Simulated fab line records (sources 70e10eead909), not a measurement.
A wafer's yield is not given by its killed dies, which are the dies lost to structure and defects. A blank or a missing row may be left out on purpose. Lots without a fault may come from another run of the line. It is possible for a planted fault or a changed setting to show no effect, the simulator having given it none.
Which tool did it? :: flow nand_harc :: Sampling: 24 lots, 72 wafers, 5 of 1159 route steps

## WHAT THE GAUGES SHOWED, per wafer
NHARC_P_M1_INSPECT_27. Usual: raw_defect_count reads 325 (standard deviation 130).
lot: L074
measured: day 5 16:56
on: defect_inspect-02
raw_defect_count: 228 163 358
flag: 

lot: L075
measured: day 6 02:41
on: defect_inspect-01
raw_defect_count: 495 600 477
flag: 

lot: L076
measured: day 6 23:13
on: defect_inspect-02
raw_defect_count: 312 320 476
flag: 

lot: L077
measured: day 7 00:13
on: defect_inspect-02
raw_defect_count: 490 361 375
flag: 

lot: L079
measured: day 7 01:18
on: defect_inspect-02
raw_defect_count: 282 220 168
flag: 

lot: L078
measured: day 7 08:17
on: defect_inspect-01
raw_defect_count: 319 186 257
flag: 

lot: L081
measured: day 7 22:15
on: defect_inspect-02
raw_defect_count: 450 766 239
flag: 

lot: L080
measured: day 7 22:24
on: defect_inspect-01
raw_defect_count: 179 152 311
flag: 

lot: L082
measured: day 8 09:01
on: defect_inspect-02
raw_defect_count: 346 316 476
flag: 

lot: L083
measured: day 8 14:53
on: defect_inspect-01
raw_defect_count: 160 448 241
flag: 

lot: L084
measured: day 8 20:23
on: defect_inspect-01
raw_defect_count: 244 283 298
flag: 

lot: L087
measured: day 10 01:24
on: defect_inspect-02
raw_defect_count: 307 401 309
flag: 

lot: L086
measured: day 10 01:45
on: defect_inspect-02
raw_defect_count: 452 283 440
flag: 

lot: L085
measured: day 10 02:22
on: defect_inspect-02
raw_defect_count: 321 334 296
flag: 

lot: L088
measured: day 10 03:25
on: defect_inspect-02
raw_defect_count: 334 329 432
flag: 

lot: L089
measured: day 10 06:32
on: defect_inspect-02
raw_defect_count: 161 204 144
flag: 

lot: L090
measured: day 10 09:43
on: defect_inspect-02
raw_defect_count: 897 228 508
flag: 

lot: L092
measured: day 10 12:22
on: defect_inspect-02
raw_defect_count: 370 358 403
flag: 

lot: L091
measured: day 10 13:28
on: defect_inspect-02
raw_defect_count: 274 195 133
flag: 

lot: L094
measured: day 10 19:34
on: defect_inspect-02
raw_defect_count: 248 495 281
flag: 

lot: L093
measured: day 10 19:58
on: defect_inspect-02
raw_defect_count: 289 282 277
flag: 

lot: L095
measured: day 11 12:49
on: defect_inspect-02
raw_defect_count: 228 524 431
flag: 

lot: L096
measured: day 11 13:22
on: defect_inspect-02
raw_defect_count: 172 219 263
flag: 

lot: L097
measured: day 11 22:33
on: defect_inspect-01
raw_defect_count: 202 277 287
flag: 

NHARC_P_BONDPAD_CD_MEAS_09: target cd 500 nm. Usual: cd_nm reads 499.7 nm (standard deviation 2.4).
lot: L074
measured: day 5 23:08
on: cd_sem-03
cd_nm (nm): 499.7 497.0 498.1
flag: 

lot: L075
measured: day 6 08:25
on: cd_sem-02
cd_nm (nm): 500.0 501.4 500.9
flag: 

lot: L076
measured: day 7 05:07
on: cd_sem-01
cd_nm (nm): 496.3 499.7 496.0
flag: 

lot: L077
measured: day 7 06:40
on: cd_sem-02
cd_nm (nm): 500.2 501.6 498.3
flag: 

lot: L079
measured: day 7 07:20
on: cd_sem-01
cd_nm (nm): 497.4 498.1 499.1
flag: 

lot: L078
measured: day 7 14:01
on: cd_sem-01
cd_nm (nm): 496.9 495.8 495.7
flag: 

lot: L081
measured: day 8 04:04
on: cd_sem-01
cd_nm (nm): 499.5 495.1 496.7
flag: 

lot: L080
measured: day 8 04:27
on: cd_sem-03
cd_nm (nm): 503.0 501.4 502.6
flag: 

lot: L082
measured: day 8 14:53
on: cd_sem-02
cd_nm (nm): 501.0 501.7 502.9
flag: 

lot: L083
measured: day 8 20:50
on: cd_sem-03
cd_nm (nm): 497.2 500.6 498.9
flag: 

lot: L084
measured: day 9 02:32
on: cd_sem-02
cd_nm (nm): 500.6 500.9 498.6
flag: 

lot: L087
measured: day 10 07:44
on: cd_sem-02
cd_nm (nm): 500.8 498.8 496.1
flag: 

lot: L086
measured: day 10 08:07
on: cd_sem-03
cd_nm (nm): 498.2 497.4 499.2
flag: 

lot: L085
measured: day 10 08:46
on: cd_sem-01
cd_nm (nm): 501.8 503.7 499.4
flag: 

lot: L088
measured: day 10 09:29
on: cd_sem-02
cd_nm (nm): 502.1 499.9 496.2
flag: 

lot: L089
measured: day 10 12:40
on: cd_sem-02
cd_nm (nm): 499.0 501.8 497.5
flag: 

lot: L090
measured: day 10 16:19
on: cd_sem-01
cd_nm (nm): 499.4 498.1 503.3
flag: 

lot: L092
measured: day 10 18:37
on: cd_sem-01
cd_nm (nm): 496.5 498.0 497.4
flag: 

lot: L091
measured: day 10 19:38
on: cd_sem-03
cd_nm (nm): 497.9 497.7 502.2
flag: 

lot: L094
measured: day 11 01:48
on: cd_sem-02
cd_nm (nm): 502.6 501.8 496.4
flag: 

lot: L093
measured: day 11 02:50
on: cd_sem-02
cd_nm (nm): 501.0 501.8 498.4
flag: 

lot: L095
measured: day 11 19:08
on: cd_sem-01
cd_nm (nm): 503.0 501.1 505.1
flag: 

lot: L096
measured: day 11 19:20
on: cd_sem-03
cd_nm (nm): 498.6 500.4 500.1
flag: 

lot: L097
measured: day 12 04:38
on: cd_sem-03
cd_nm (nm): 503.1 502.0 501.6
flag: 

## WHAT TOOL EACH LOT RAN ON (gives the tool, then ch and the chambers of the sampled wafers, and finally the start)
lot: L074
NHARC_P_M1_ETCH_35: rie_diel-12 ch 0,1,3, day 5 14:27
NHARC_P_M2_ETCH_35: rie_diel-13 ch 0,1, day 5 18:51
NHARC_P_M2_CMP_23: cmp-04 ch 1,2,3, day 5 20:56

lot: L075
NHARC_P_M1_ETCH_35: rie_diel-08 ch 0,1,3, day 6 00:08
NHARC_P_M2_ETCH_35: rie_diel-03 ch 1,2,3, day 6 04:16
NHARC_P_M2_CMP_23: cmp-03 ch 0,1,2, day 6 06:17

lot: L076
NHARC_P_M1_ETCH_35: rie_diel-12 ch 0,2, day 6 20:43
NHARC_P_M2_ETCH_35: rie_diel-13 ch 0,1, day 7 00:48
NHARC_P_M2_CMP_23: cmp-04 ch 0,1,3, day 7 02:55

lot: L077
NHARC_P_M1_ETCH_35: rie_diel-09 ch 2,3, day 6 21:13
NHARC_P_M2_ETCH_35: rie_diel-13 ch 0,2, day 7 01:52
NHARC_P_M2_CMP_23: cmp-04 ch 0,1, day 7 04:17

lot: L079
NHARC_P_M1_ETCH_35: rie_diel-12 ch 1,2,3, day 6 22:48
NHARC_P_M2_ETCH_35: rie_diel-03 ch 0,3, day 7 02:56
NHARC_P_M2_CMP_23: cmp-01 ch 0,2,3, day 7 04:59

lot: L078
NHARC_P_M1_ETCH_35: rie_diel-09 ch 0,1, day 7 05:34
NHARC_P_M2_ETCH_35: rie_diel-03 ch 1,2,3, day 7 09:52
NHARC_P_M2_CMP_23: cmp-04 ch 0,2, day 7 11:54

lot: L081
NHARC_P_M1_ETCH_35: rie_diel-08 ch 0,1,2, day 7 19:46
NHARC_P_M2_ETCH_35: rie_diel-03 ch 0,1,2, day 7 23:55
NHARC_P_M2_CMP_23: cmp-03 ch 0,3, day 8 01:56

lot: L080
NHARC_P_M1_ETCH_35: rie_diel-12 ch 1,2,3, day 7 19:55
NHARC_P_M2_ETCH_35: rie_diel-03 ch 0,1,3, day 8 00:09
NHARC_P_M2_CMP_23: cmp-01 ch 1,2,3, day 8 02:20

lot: L082
NHARC_P_M1_ETCH_35: rie_diel-12 ch 1,2,3, day 8 06:31
NHARC_P_M2_ETCH_35: rie_diel-03 ch 0,1,2, day 8 10:34
NHARC_P_M2_CMP_23: cmp-03 ch 1,2,3, day 8 12:40

lot: L083
NHARC_P_M1_ETCH_35: rie_diel-12 ch 1,2, day 8 12:23
NHARC_P_M2_ETCH_35: rie_diel-03 ch 0,1,2, day 8 16:31
NHARC_P_M2_CMP_23: cmp-03 ch 0,2, day 8 18:35

lot: L084
NHARC_P_M1_ETCH_35: rie_diel-09 ch 0,2,3, day 8 17:55
NHARC_P_M2_ETCH_35: rie_diel-06 ch 0,1,2, day 8 22:15
NHARC_P_M2_CMP_23: cmp-03 ch 1,2, day 9 00:26

lot: L087
NHARC_P_M1_ETCH_35: rie_diel-12 ch 0,1,2, day 9 22:55
NHARC_P_M2_ETCH_35: rie_diel-13 ch 0,1,3, day 10 03:16
NHARC_P_M2_CMP_23: cmp-04 ch 1,2,3, day 10 05:24

lot: L086
NHARC_P_M1_ETCH_35: rie_diel-08 ch 0,3, day 9 23:15
NHARC_P_M2_ETCH_35: rie_diel-13 ch 0,1,3, day 10 03:32
NHARC_P_M2_CMP_23: cmp-04 ch 0,1,2, day 10 05:47

lot: L085
NHARC_P_M1_ETCH_35: rie_diel-12 ch 0,1,2, day 9 23:35
NHARC_P_M2_ETCH_35: rie_diel-13 ch 2,3, day 10 04:26
NHARC_P_M2_CMP_23: cmp-01 ch 0,1, day 10 06:37

lot: L088
NHARC_P_M1_ETCH_35: rie_diel-12 ch 0,2,3, day 10 00:53
NHARC_P_M2_ETCH_35: rie_diel-13 ch 1,2,3, day 10 05:02
NHARC_P_M2_CMP_23: cmp-03 ch 0,1,3, day 10 07:22

lot: L089
NHARC_P_M1_ETCH_35: rie_diel-12 ch 0,1,2, day 10 03:59
NHARC_P_M2_ETCH_35: rie_diel-13 ch 0,2,3, day 10 08:11
NHARC_P_M2_CMP_23: cmp-01 ch 0,1,3, day 10 10:22

lot: L090
NHARC_P_M1_ETCH_35: rie_diel-09 ch 1,2, day 10 07:09
NHARC_P_M2_ETCH_35: rie_diel-03 ch 1,3, day 10 11:31
NHARC_P_M2_CMP_23: cmp-01 ch 0,1,3, day 10 14:13

lot: L092
NHARC_P_M1_ETCH_35: rie_diel-09 ch 1,2,3, day 10 09:52
NHARC_P_M2_ETCH_35: rie_diel-03 ch 2,3, day 10 14:03
NHARC_P_M2_CMP_23: cmp-04 ch 1,2,3, day 10 16:21

lot: L091
NHARC_P_M1_ETCH_35: rie_diel-12 ch 1,2,3, day 10 10:47
NHARC_P_M2_ETCH_35: rie_diel-03 ch 2,3, day 10 15:12
NHARC_P_M2_CMP_23: cmp-04 ch 0,1,2, day 10 17:31

lot: L094
NHARC_P_M1_ETCH_35: rie_diel-12 ch 0,1,2, day 10 16:57
NHARC_P_M2_ETCH_35: rie_diel-03 ch 2,3, day 10 21:16
NHARC_P_M2_CMP_23: cmp-01 ch 1,3, day 10 23:28

lot: L093
NHARC_P_M1_ETCH_35: rie_diel-12 ch 0,1,2, day 10 17:15
NHARC_P_M2_ETCH_35: rie_diel-03 ch 2,3, day 10 21:46
NHARC_P_M2_CMP_23: cmp-03 ch 0,2,3, day 11 00:02

lot: L095
NHARC_P_M1_ETCH_35: rie_diel-08 ch 0,3, day 11 10:19
NHARC_P_M2_ETCH_35: rie_diel-03 ch 0,1, day 11 14:32
NHARC_P_M2_CMP_23: cmp-04 ch 1,2, day 11 16:35

lot: L096
NHARC_P_M1_ETCH_35: rie_diel-08 ch 0,1,3, day 11 10:52
NHARC_P_M2_ETCH_35: rie_diel-03 ch 1,2,3, day 11 15:02
NHARC_P_M2_CMP_23: cmp-01 ch 0,1,3, day 11 17:04

lot: L097
NHARC_P_M1_ETCH_35: rie_diel-08 ch 0,2,3, day 11 20:02
NHARC_P_M2_ETCH_35: rie_diel-03 ch 0,1,3, day 12 00:22
NHARC_P_M2_CMP_23: cmp-01 ch 0,1,2, day 12 02:24
- NHARC_P_M1_ETCH_35: etches the open film in N2/H2, target depth 40 nm, overetch 12 nm, time 43.94 s.
- NHARC_P_M2_ETCH_35: etches the open film in N2/H2, target depth 40 nm, overetch 12 nm, time 43.94 s.
- NHARC_P_M2_CMP_23: polishes, t overpolish 20 s, target thk 144.3 nm.

## WHAT THE TOOLS THEMSELVES READ (means of the sampled wafers that have a number; where no wafer has one, the mark that the record gives instead)
NHARC_P_M1_ETCH_35. Usual: drypump_motor_current_A 5.5 A, standard deviation 0.53; n2_flow_sccm 150.0 sccm, standard deviation 0.46; oes_product_au 0.997 a.u., standard deviation 0.012; rf_vpp_V 431.7 V, standard deviation 2.4; showerhead_plenum_p_Torr 2.08 Torr, standard deviation 0.081; throttle_valve_pct 14.171 %, standard deviation 0.009.
lot: L074
tool: rie_diel-12
drypump_motor_current_A (A): 5.5
n2_flow_sccm (sccm): 150.0
oes_product_au (a.u.): 1.003
rf_vpp_V (V): 434.1
showerhead_plenum_p_Torr (Torr): 2.15
throttle_valve_pct (%): 14.179
flag: 

lot: L075
tool: rie_diel-08
drypump_motor_current_A (A): 5.8
n2_flow_sccm (sccm): 150.0
oes_product_au (a.u.): 0.983
rf_vpp_V (V): 429.3
showerhead_plenum_p_Torr (Torr): 2.01
throttle_valve_pct (%): 14.168
flag: 

lot: L076
tool: rie_diel-12
drypump_motor_current_A (A): 4.8
n2_flow_sccm (sccm): 149.7
oes_product_au (a.u.): 1.003
rf_vpp_V (V): 431.5
showerhead_plenum_p_Torr (Torr): 2.06
throttle_valve_pct (%): 14.163
flag: 

lot: L077
tool: rie_diel-09
drypump_motor_current_A (A): 5.4
n2_flow_sccm (sccm): 149.5
oes_product_au (a.u.): 1.012
rf_vpp_V (V): 431.3
showerhead_plenum_p_Torr (Torr): 2.06
throttle_valve_pct (%): 14.174
flag: 

lot: L079
tool: rie_diel-12
drypump_motor_current_A (A): 5.4
n2_flow_sccm (sccm): 150.5
oes_product_au (a.u.): 0.997
rf_vpp_V (V): 432.3
showerhead_plenum_p_Torr (Torr): 2.13
throttle_valve_pct (%): 14.162
flag: 

lot: L078
tool: rie_diel-09
drypump_motor_current_A (A): 6.0
n2_flow_sccm (sccm): 149.6
oes_product_au (a.u.): 1.000
rf_vpp_V (V): 430.9
showerhead_plenum_p_Torr (Torr): 2.08
throttle_valve_pct (%): 14.164
flag: 

lot: L081
tool: rie_diel-08
drypump_motor_current_A (A): 5.8
n2_flow_sccm (sccm): 150.2
oes_product_au (a.u.): 0.987
rf_vpp_V (V): 428.4
showerhead_plenum_p_Torr (Torr): 1.98
throttle_valve_pct (%): 14.171
flag: 

lot: L080
tool: rie_diel-12
drypump_motor_current_A (A): 5.4
n2_flow_sccm (sccm): 150.3
oes_product_au (a.u.): 1.002
rf_vpp_V (V): 432.5
showerhead_plenum_p_Torr (Torr): 2.13
throttle_valve_pct (%): 14.168
flag: 

lot: L082
tool: rie_diel-12
drypump_motor_current_A (A): 5.4
n2_flow_sccm (sccm): 149.7
oes_product_au (a.u.): 0.995
rf_vpp_V (V): 433.0
showerhead_plenum_p_Torr (Torr): 2.13
throttle_valve_pct (%): 14.170
flag: 

lot: L083
tool: rie_diel-12
drypump_motor_current_A (A): 5.0
n2_flow_sccm (sccm): 150.4
oes_product_au (a.u.): 0.997
rf_vpp_V (V): 432.6
showerhead_plenum_p_Torr (Torr): 2.10
throttle_valve_pct (%): 14.165
flag: 

lot: L084
tool: rie_diel-09
drypump_motor_current_A (A): 5.5
n2_flow_sccm (sccm): 150.2
oes_product_au (a.u.): 1.005
rf_vpp_V (V): 432.5
showerhead_plenum_p_Torr (Torr): 2.09
throttle_valve_pct (%): 14.174
flag: 

lot: L087
tool: rie_diel-12
drypump_motor_current_A (A): 5.0
n2_flow_sccm (sccm): 149.8
oes_product_au (a.u.): 0.993
rf_vpp_V (V): 431.3
showerhead_plenum_p_Torr (Torr): 2.09
throttle_valve_pct (%): 14.179
flag: 

lot: L086
tool: rie_diel-08
drypump_motor_current_A (A): 5.7
n2_flow_sccm (sccm): 150.3
oes_product_au (a.u.): 0.994
rf_vpp_V (V): 431.2
showerhead_plenum_p_Torr (Torr): 2.06
throttle_valve_pct (%): 14.177
flag: 

lot: L085
tool: rie_diel-12
drypump_motor_current_A (A): 5.0
n2_flow_sccm (sccm): 150.0
oes_product_au (a.u.): 0.997
rf_vpp_V (V): 432.5
showerhead_plenum_p_Torr (Torr): 2.09
throttle_valve_pct (%): 14.173
flag: 

lot: L088
tool: rie_diel-12
drypump_motor_current_A (A): 5.3
n2_flow_sccm (sccm): 149.8
oes_product_au (a.u.): 1.000
rf_vpp_V (V): 433.3
showerhead_plenum_p_Torr (Torr): 2.12
throttle_valve_pct (%): 14.167
flag: 

lot: L089
tool: rie_diel-12
drypump_motor_current_A (A): 5.0
n2_flow_sccm (sccm): 150.2
oes_product_au (a.u.): 1.000
rf_vpp_V (V): 431.0
showerhead_plenum_p_Torr (Torr): 2.09
throttle_valve_pct (%): 14.172
flag: 

lot: L090
tool: rie_diel-09
drypump_motor_current_A (A): 5.5
n2_flow_sccm (sccm): 149.7
oes_product_au (a.u.): 0.994
rf_vpp_V (V): 431.2
showerhead_plenum_p_Torr (Torr): 2.06
throttle_valve_pct (%): 14.176
flag: 

lot: L092
tool: rie_diel-09
drypump_motor_current_A (A): 5.8
n2_flow_sccm (sccm): 149.9
oes_product_au (a.u.): 1.009
rf_vpp_V (V): 430.7
showerhead_plenum_p_Torr (Torr): 2.04
throttle_valve_pct (%): 14.165
flag: 

lot: L091
tool: rie_diel-12
drypump_motor_current_A (A): 5.4
n2_flow_sccm (sccm): 149.8
oes_product_au (a.u.): 0.997
rf_vpp_V (V): 433.9
showerhead_plenum_p_Torr (Torr): 2.13
throttle_valve_pct (%): 14.179
flag: 

lot: L094
tool: rie_diel-12
drypump_motor_current_A (A): 5.0
n2_flow_sccm (sccm): 150.1
oes_product_au (a.u.): 1.000
rf_vpp_V (V): 431.8
showerhead_plenum_p_Torr (Torr): 2.09
throttle_valve_pct (%): 14.164
flag: 

lot: L093
tool: rie_diel-12
drypump_motor_current_A (A): 5.0
n2_flow_sccm (sccm): 150.2
oes_product_au (a.u.): 1.012
rf_vpp_V (V): 431.9
showerhead_plenum_p_Torr (Torr): 2.09
throttle_valve_pct (%): 14.172
flag: 

lot: L095
tool: rie_diel-08
drypump_motor_current_A (A): 5.7
n2_flow_sccm (sccm): 149.6
oes_product_au (a.u.): 0.992
rf_vpp_V (V): 431.2
showerhead_plenum_p_Torr (Torr): 2.06
throttle_valve_pct (%): 14.171
flag: 

lot: L096
tool: rie_diel-08
drypump_motor_current_A (A): 5.8
n2_flow_sccm (sccm): 150.0
oes_product_au (a.u.): 0.990
rf_vpp_V (V): 429.8
showerhead_plenum_p_Torr (Torr): 2.01
throttle_valve_pct (%): 14.170
flag: 

lot: L097
tool: rie_diel-08
drypump_motor_current_A (A): 5.7
n2_flow_sccm (sccm): 150.4
oes_product_au (a.u.): 0.986
rf_vpp_V (V): 429.6
showerhead_plenum_p_Torr (Torr): 2.02
throttle_valve_pct (%): 14.181
flag: 

NHARC_P_M2_ETCH_35. Usual: drypump_motor_current_A 5.8 A, standard deviation 0.6; n2_flow_sccm 150.0 sccm, standard deviation 0.46; oes_product_au 1.000 a.u., standard deviation 0.011; rf_vpp_V 429.7 V, standard deviation 2.2; showerhead_plenum_p_Torr 2.01 Torr, standard deviation 0.069; throttle_valve_pct 14.172 %, standard deviation 0.0089.
lot: L074
tool: rie_diel-13
drypump_motor_current_A (A): 5.6
n2_flow_sccm (sccm): 149.7
oes_product_au (a.u.): 1.003
rf_vpp_V (V): 430.6
showerhead_plenum_p_Torr (Torr): 2.07
throttle_valve_pct (%): 14.177
flag: 

lot: L075
tool: rie_diel-03
drypump_motor_current_A (A): 6.1
n2_flow_sccm (sccm): 150.0
oes_product_au (a.u.): 1.004
rf_vpp_V (V): 429.1
showerhead_plenum_p_Torr (Torr): 2.01
throttle_valve_pct (%): 14.168
flag: 

lot: L076
tool: rie_diel-13
drypump_motor_current_A (A): 5.7
n2_flow_sccm (sccm): 150.0
oes_product_au (a.u.): 0.996
rf_vpp_V (V): 428.0
showerhead_plenum_p_Torr (Torr): 1.98
throttle_valve_pct (%): 14.179
flag: 

lot: L077
tool: rie_diel-13
drypump_motor_current_A (A): 5.8
n2_flow_sccm (sccm): 150.4
oes_product_au (a.u.): 0.995
rf_vpp_V (V): 429.0
showerhead_plenum_p_Torr (Torr): 1.98
throttle_valve_pct (%): 14.178
flag: 

lot: L079
tool: rie_diel-03
drypump_motor_current_A (A): 5.5
n2_flow_sccm (sccm): 150.2
oes_product_au (a.u.): 1.001
rf_vpp_V (V): 427.2
showerhead_plenum_p_Torr (Torr): 1.93
throttle_valve_pct (%): 14.171
flag: 

lot: L078
tool: rie_diel-03
drypump_motor_current_A (A): 6.1
n2_flow_sccm (sccm): 149.7
oes_product_au (a.u.): 1.002
rf_vpp_V (V): 429.3
showerhead_plenum_p_Torr (Torr): 2.01
throttle_valve_pct (%): 14.177
flag: 

lot: L081
tool: rie_diel-03
drypump_motor_current_A (A): 5.4
n2_flow_sccm (sccm): 150.1
oes_product_au (a.u.): 0.994
rf_vpp_V (V): 429.9
showerhead_plenum_p_Torr (Torr): 2.00
throttle_valve_pct (%): 14.173
flag: 

lot: L080
tool: rie_diel-03
drypump_motor_current_A (A): 5.7
n2_flow_sccm (sccm): 149.9
oes_product_au (a.u.): 0.999
rf_vpp_V (V): 428.2
showerhead_plenum_p_Torr (Torr): 1.97
throttle_valve_pct (%): 14.171
flag: 

lot: L082
tool: rie_diel-03
drypump_motor_current_A (A): 5.4
n2_flow_sccm (sccm): 149.9
oes_product_au (a.u.): 0.997
rf_vpp_V (V): 430.2
showerhead_plenum_p_Torr (Torr): 2.00
throttle_valve_pct (%): 14.173
flag: 

lot: L083
tool: rie_diel-03
drypump_motor_current_A (A): 5.4
n2_flow_sccm (sccm): 149.9
oes_product_au (a.u.): 0.995
rf_vpp_V (V): 428.9
showerhead_plenum_p_Torr (Torr): 2.00
throttle_valve_pct (%): 14.182
flag: 

lot: L084
tool: rie_diel-06
drypump_motor_current_A (A): 5.5
n2_flow_sccm (sccm): 150.1
oes_product_au (a.u.): 0.986
rf_vpp_V (V): 430.5
showerhead_plenum_p_Torr (Torr): 2.04
throttle_valve_pct (%): 14.177
flag: 

lot: L087
tool: rie_diel-13
drypump_motor_current_A (A): 5.7
n2_flow_sccm (sccm): 150.6
oes_product_au (a.u.): 1.005
rf_vpp_V (V): 430.1
showerhead_plenum_p_Torr (Torr): 2.03
throttle_valve_pct (%): 14.172
flag: 

lot: L086
tool: rie_diel-13
drypump_motor_current_A (A): 5.7
n2_flow_sccm (sccm): 149.9
oes_product_au (a.u.): 1.003
rf_vpp_V (V): 431.5
showerhead_plenum_p_Torr (Torr): 2.04
throttle_valve_pct (%): 14.185
flag: 

lot: L085
tool: rie_diel-13
drypump_motor_current_A (A): 5.8
n2_flow_sccm (sccm): 149.5
oes_product_au (a.u.): 0.996
rf_vpp_V (V): 430.7
showerhead_plenum_p_Torr (Torr): 2.06
throttle_valve_pct (%): 14.162
flag: 

lot: L088
tool: rie_diel-13
drypump_motor_current_A (A): 5.8
n2_flow_sccm (sccm): 149.8
oes_product_au (a.u.): 1.012
rf_vpp_V (V): 431.1
showerhead_plenum_p_Torr (Torr): 2.08
throttle_valve_pct (%): 14.166
flag: 

lot: L089
tool: rie_diel-13
drypump_motor_current_A (A): 5.8
n2_flow_sccm (sccm): 149.9
oes_product_au (a.u.): 0.995
rf_vpp_V (V): 429.3
showerhead_plenum_p_Torr (Torr): 2.00
throttle_valve_pct (%): 14.169
flag: 

lot: L090
tool: rie_diel-03
drypump_motor_current_A (A): 5.9
n2_flow_sccm (sccm): 149.1
oes_product_au (a.u.): 1.002
rf_vpp_V (V): 429.9
showerhead_plenum_p_Torr (Torr): 2.01
throttle_valve_pct (%): 14.170
flag: 

lot: L092
tool: rie_diel-03
drypump_motor_current_A (A): 6.3
n2_flow_sccm (sccm): 150.1
oes_product_au (a.u.): 0.995
rf_vpp_V (V): 429.8
showerhead_plenum_p_Torr (Torr): 2.01
throttle_valve_pct (%): 14.166
flag: 

lot: L091
tool: rie_diel-03
drypump_motor_current_A (A): 6.3
n2_flow_sccm (sccm): 150.0
oes_product_au (a.u.): 1.008
rf_vpp_V (V): 429.5
showerhead_plenum_p_Torr (Torr): 2.01
throttle_valve_pct (%): 14.171
flag: 

lot: L094
tool: rie_diel-03
drypump_motor_current_A (A): 6.6
n2_flow_sccm (sccm): 149.8
oes_product_au (a.u.): 1.008
rf_vpp_V (V): 427.9
showerhead_plenum_p_Torr (Torr): 1.99
throttle_valve_pct (%): 14.174
flag: 

lot: L093
tool: rie_diel-03
drypump_motor_current_A (A): 6.3
n2_flow_sccm (sccm): 149.7
oes_product_au (a.u.): 0.998
rf_vpp_V (V): 429.8
showerhead_plenum_p_Torr (Torr): 2.01
throttle_valve_pct (%): 14.172
flag: 

lot: L095
tool: rie_diel-03
drypump_motor_current_A (A): 5.0
n2_flow_sccm (sccm): 150.5
oes_product_au (a.u.): 0.993
rf_vpp_V (V): 428.1
showerhead_plenum_p_Torr (Torr): 1.95
throttle_valve_pct (%): 14.179
flag: 

lot: L096
tool: rie_diel-03
drypump_motor_current_A (A): 6.1
n2_flow_sccm (sccm): 149.8
oes_product_au (a.u.): 1.009
rf_vpp_V (V): 429.4
showerhead_plenum_p_Torr (Torr): 2.01
throttle_valve_pct (%): 14.173
flag: 

lot: L097
tool: rie_diel-03
drypump_motor_current_A (A): 5.7
n2_flow_sccm (sccm): 150.0
oes_product_au (a.u.): 0.995
rf_vpp_V (V): 428.8
showerhead_plenum_p_Torr (Torr): 1.97
throttle_valve_pct (%): 14.164
flag: 

NHARC_P_M2_CMP_23. Usual: motor_current_A 12.3 A, standard deviation 1.4; slurry_filter_dp_kPa 13.50 kPa, standard deviation 0.13; time_to_endpoint_s 28 s, standard deviation 3.6.
lot: L074
tool: cmp-04
motor_current_A (A): 11.4
slurry_filter_dp_kPa (kPa): 13.45
time_to_endpoint_s (s): 28
flag: 

lot: L075
tool: cmp-03
motor_current_A (A): 13.6
slurry_filter_dp_kPa (kPa): 13.66
time_to_endpoint_s (s): 25
flag: 

lot: L076
tool: cmp-04
motor_current_A (A): 10.5
slurry_filter_dp_kPa (kPa): 13.52
time_to_endpoint_s (s): 25
flag: 

lot: L077
tool: cmp-04
motor_current_A (A): 11.3
slurry_filter_dp_kPa (kPa): 13.51
time_to_endpoint_s (s): 26
flag: 

lot: L079
tool: cmp-01
motor_current_A (A): 12.1
slurry_filter_dp_kPa (kPa): 13.64
time_to_endpoint_s (s): 30
flag: 

lot: L078
tool: cmp-04
motor_current_A (A): 11.1
slurry_filter_dp_kPa (kPa): 13.53
time_to_endpoint_s (s): 26
flag: 

lot: L081
tool: cmp-03
motor_current_A (A): 14.5
slurry_filter_dp_kPa (kPa): 13.41
time_to_endpoint_s (s): 26
flag: 

lot: L080
tool: cmp-01
motor_current_A (A): 13.1
slurry_filter_dp_kPa (kPa): 13.47
time_to_endpoint_s (s): 32
flag: 

lot: L082
tool: cmp-03
motor_current_A (A): 12.6
slurry_filter_dp_kPa (kPa): 13.61
time_to_endpoint_s (s): 26
flag: 

lot: L083
tool: cmp-03
motor_current_A (A): 12.7
slurry_filter_dp_kPa (kPa): 13.50
time_to_endpoint_s (s): 26
flag: 

lot: L084
tool: cmp-03
motor_current_A (A): 12.5
slurry_filter_dp_kPa (kPa): 13.54
time_to_endpoint_s (s): 26
flag: 

lot: L087
tool: cmp-04
motor_current_A (A): 11.6
slurry_filter_dp_kPa (kPa): 13.50
time_to_endpoint_s (s): 32
flag: 

lot: L086
tool: cmp-04
motor_current_A (A): 11.5
slurry_filter_dp_kPa (kPa): 13.56
time_to_endpoint_s (s): 30
flag: 

lot: L085
tool: cmp-01
motor_current_A (A): 12.8
slurry_filter_dp_kPa (kPa): 13.45
time_to_endpoint_s (s): 28
flag: 

lot: L088
tool: cmp-03
motor_current_A (A): 13.7
slurry_filter_dp_kPa (kPa): 13.59
time_to_endpoint_s (s): 27
flag: 

lot: L089
tool: cmp-01
motor_current_A (A): 12.3
slurry_filter_dp_kPa (kPa): 13.53
time_to_endpoint_s (s): 29
flag: 

lot: L090
tool: cmp-01
motor_current_A (A): 12.5
slurry_filter_dp_kPa (kPa): 13.62
time_to_endpoint_s (s): 31
flag: 

lot: L092
tool: cmp-04
motor_current_A (A): 11.9
slurry_filter_dp_kPa (kPa): 13.54
time_to_endpoint_s (s): 28
flag: 

lot: L091
tool: cmp-04
motor_current_A (A): 11.4
slurry_filter_dp_kPa (kPa): 13.43
time_to_endpoint_s (s): 27
flag: 

lot: L094
tool: cmp-01
motor_current_A (A): 13.0
slurry_filter_dp_kPa (kPa): 13.51
time_to_endpoint_s (s): 34
flag: 

lot: L093
tool: cmp-03
motor_current_A (A): 13.1
slurry_filter_dp_kPa (kPa): 13.49
time_to_endpoint_s (s): 27
flag: 

lot: L095
tool: cmp-04
motor_current_A (A): 12.1
slurry_filter_dp_kPa (kPa): 13.43
time_to_endpoint_s (s): 31
flag: 

lot: L096
tool: cmp-01
motor_current_A (A): 12.6
slurry_filter_dp_kPa (kPa): 13.46
time_to_endpoint_s (s): 28
flag: 

lot: L097
tool: cmp-01
motor_current_A (A): 12.7
slurry_filter_dp_kPa (kPa): 13.63
time_to_endpoint_s (s): 32
flag: 

## THE ANSWER, worked out from the rows above alone
Rule: lot off if the mean of its wafers having a number is beyond 3 standard deviations from the usual mean. A lot without any number at a reading at which 4 lots or more have one is off too. All remaining lots with rows at the step are treated as sound. After the gauges, taken in route order, come the tools' own readings; for these a lot's mean is taken, as printed above. At the first step where some lot is off, the reading lying furthest off is the one used; lots without a number count as furthest.
Nothing can be told from this: no lot is off at any reading shown.

## WHAT THE SIMULATOR PUT IN
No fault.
